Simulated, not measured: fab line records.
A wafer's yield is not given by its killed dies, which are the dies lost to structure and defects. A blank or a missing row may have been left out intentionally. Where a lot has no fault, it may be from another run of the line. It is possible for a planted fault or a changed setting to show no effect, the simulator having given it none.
8D (eight disciplines) problem report, filled in by code ; flow n5-finfet ; the parts of the form that need people (team, actions taken, sign-off) are left out

== 1. WHAT IS WRONG ==
At N5_PASSIVATION_PECVD_53, run-length-s averages 203.4 s over 3 wafers from 2 lots, while fault-free wafers read 197.2 s, standard deviation 0.61. Relative to the usual mean, that is a shift of +10 standard deviations.
The step: deposits SiO2 from TEOS/O2, target thk 800 nm, time 169.4 s.
Seen first at day 14 23:41 on pecvd-02, wafer L965.2. The record holds 36 wafers of 12 lots with a number at this step. By rule, "out" or "out of limits" means more than 4 standard deviations away from the usual mean. The other wafers with a number count as sound.

== 2. WHAT IT IS, AND WHAT IT ISN'T ==
question;is;is not
which readings at this step;run-length-s;susceptor-temp-C
which lots;L965, L966;L953, L955, L956, L957, L960, L970, L971, L972, L973, L976
which wafers of those lots;L965.2, L965.6, L966.2;L965.1, L966.1, L966.3
read on which tools;pecvd-02;pecvd-03, pecvd-04
when;from day 14 23:41;"up to then (16 sound wafers); but 17 sound wafers of L966, L970, L971, L972, L973, L976 came after"

== 3. SUSPECTS, AND WHAT RULES EACH OUT ==
Counting: if a tool at a process step up to the reading ran every lot that is out, it stays a suspect. Sound lots after the first of them don't rule it out here, since some wafers of a struck lot are sound.
- pecvd-02 at N5_PASSIVATION_PECVD_53 (deposits SiO2 from TEOS/O2, target thk 800 nm, time 169.4 s): kept. It ran every lot that is out, first L965 (day 14 23:41); its last sound lot up to then is L960 (day 13 14:09). On those wafers its own readings are out: run-length-s.
Remaining after the count: pecvd-02 at N5_PASSIVATION_PECVD_53.

== 4. THE CAUSE (what the simulator had put in) ==
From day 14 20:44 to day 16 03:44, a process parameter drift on pecvd-02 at N5_PASSIVATION_PECVD_53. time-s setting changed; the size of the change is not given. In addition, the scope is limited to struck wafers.
Only this tool survived the counting.

== 5. THE CHAIN OF EFFECTS, in route order ==
Each row: a reading whose mean over the struck wafers that have a number lies more than 3 standard deviations from the usual. Scope: only readings with a usual standard deviation given in the record; hours: median across lots of the time from each lot's start at the first step in this table that gives one to its start at this step; sigmas: change in usual standard deviations.
hours;step;reading;usual;on struck wafers;change;sigmas
0;N5_PASSIVATION_PECVD_53;run-length-s;197.2 s;203.4;+6.2;+10
The process steps in it:
- N5_PASSIVATION_PECVD_53: deposits SiO2 from TEOS/O2, target thk 800 nm, time 169.4 s.

== 6. WHAT WOULD HAVE CAUGHT IT SOONER ==
In this record no reading fell out of limits until day 14 23:41, 3 hours after the fault had begun at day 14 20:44.
